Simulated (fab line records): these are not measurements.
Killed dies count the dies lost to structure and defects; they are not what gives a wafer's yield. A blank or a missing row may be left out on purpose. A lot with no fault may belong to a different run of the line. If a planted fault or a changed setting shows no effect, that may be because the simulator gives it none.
Chamber matching | flow nandHarc | NHARC_A_STAIRCASE_ETCH_292 on rieDiel-08 has 4 sister chambers
The step etches the open film in CF4/CHF3. 20 wafers are shown with their chamber, then 10 later ones without.

== EACH WAFER AND ITS CHAMBER ==
wafer  | chamber | showerheadPlenumPTorr (Torr) | rfVppV (V) | throttleValvePct (%)
L077.3 | 1       | 1.53                         | 370.0      | 16.791
L077.4 | 2       | 1.69                         | 374.7      | 16.782
L077.6 | 1       | 1.53                         | 369.3      | 16.810
L075.2 | 1       | 1.53                         | 369.8      | 16.794
L075.4 | 2       | 1.69                         | 374.7      | 16.813
L075.6 | 0       | 1.48                         | 367.1      | 16.788
L079.2 | 2       | 1.68                         | 373.7      | 16.800
L079.3 | 0       | 1.47                         | 367.8      | 16.798
L079.5 | 1       | 1.53                         | 368.5      | 16.800
L081.1 | 2       | 1.68                         | 374.5      | 16.793
L081.4 | 1       | 1.53                         | 368.7      | 16.786
L081.6 | 0       | 1.47                         | 367.4      | 16.799
L087.1 | 3       | 1.47                         | 368.4      | 16.804
L087.4 | 0       | 1.47                         | 367.2      | 16.791
L087.5 | 2       | 1.68                         | 374.2      | 16.818
L088.3 | 3       | 1.47                         | 368.0      | 16.787
L088.4 | 2       | 1.68                         | 374.2      | 16.818
L088.5 | 2       | 1.68                         | 372.7      | 16.804
L092.2 | 2       | 1.68                         | 374.7      | 16.813
L092.3 | 0       | 1.47                         | 365.9      | 16.792

SIGNATURES (means of the wafers above)
reading               | chamber 0 | chamber 1 | chamber 2 | chamber 3 | scatter within a chamber
showerheadPlenumPTorr | 1.4720    | 1.5300    | 1.6825    | 1.4700    | 0.00379
rfVppV                | 367.080   | 369.260   | 374.175   | 368.200   | 0.67
throttleValvePct      | 16.79360  | 16.79620  | 16.80513  | 16.79550  | 0.0104
Rule: for each reading, subtract the chamber's mean from the wafer's reading, divide by that reading's scatter and square the result; add these up over the readings and take the root, which gives the wafer's distance from the chamber. If the next closest chamber is less than 2 further off than the closest, the wafer can't be placed; otherwise it belongs to the closest. The scatter: the root of (the sum of the squares of (reading less its chamber's mean) over the shown wafers, divided by (wafers less chambers)).

== WAFERS WHOSE CHAMBER IS MISSING ==
wafer  | showerheadPlenumPTorr (Torr) | rfVppV (V) | throttleValvePct (%)
L092.6 | 1.47                         | 366.3      | 16.803
L093.2 | 1.47                         | 364.6      | 16.805
L093.3 | 1.46                         | 367.3      | 16.793
L093.4 | 1.52                         | 369.0      | 16.805
L095.2 | 1.46                         | 365.9      | 16.824
L095.5 | 1.47                         | 368.4      | 16.812
L095.6 | 1.46                         | 368.4      | 16.802
L096.3 | 1.46                         | 366.2      | 16.792
L096.4 | 1.67                         | 374.8      | 16.807
L096.5 | 1.67                         | 374.9      | 16.805

== THE CHAMBER EACH PASSED THROUGH ==
wafer  | from the rows above     | in truth
L092.6 | can't be placed: 0 or 3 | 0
L093.2 | can't be placed: 0 or 3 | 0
L093.3 | can't be placed: 3 or 0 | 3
L093.4 | 1                       | 1
L095.2 | can't be placed: 0 or 3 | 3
L095.5 | can't be placed: 3 or 0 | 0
L095.6 | can't be placed: 3 or 0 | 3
L096.3 | can't be placed: 0 or 3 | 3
L096.4 | 2                       | 2
L096.5 | 2                       | 2
Correctly placed: 3 of 10. Can't be placed from these rows: 7 (the true chamber is among the candidates in 7). Placed wrongly: 0.
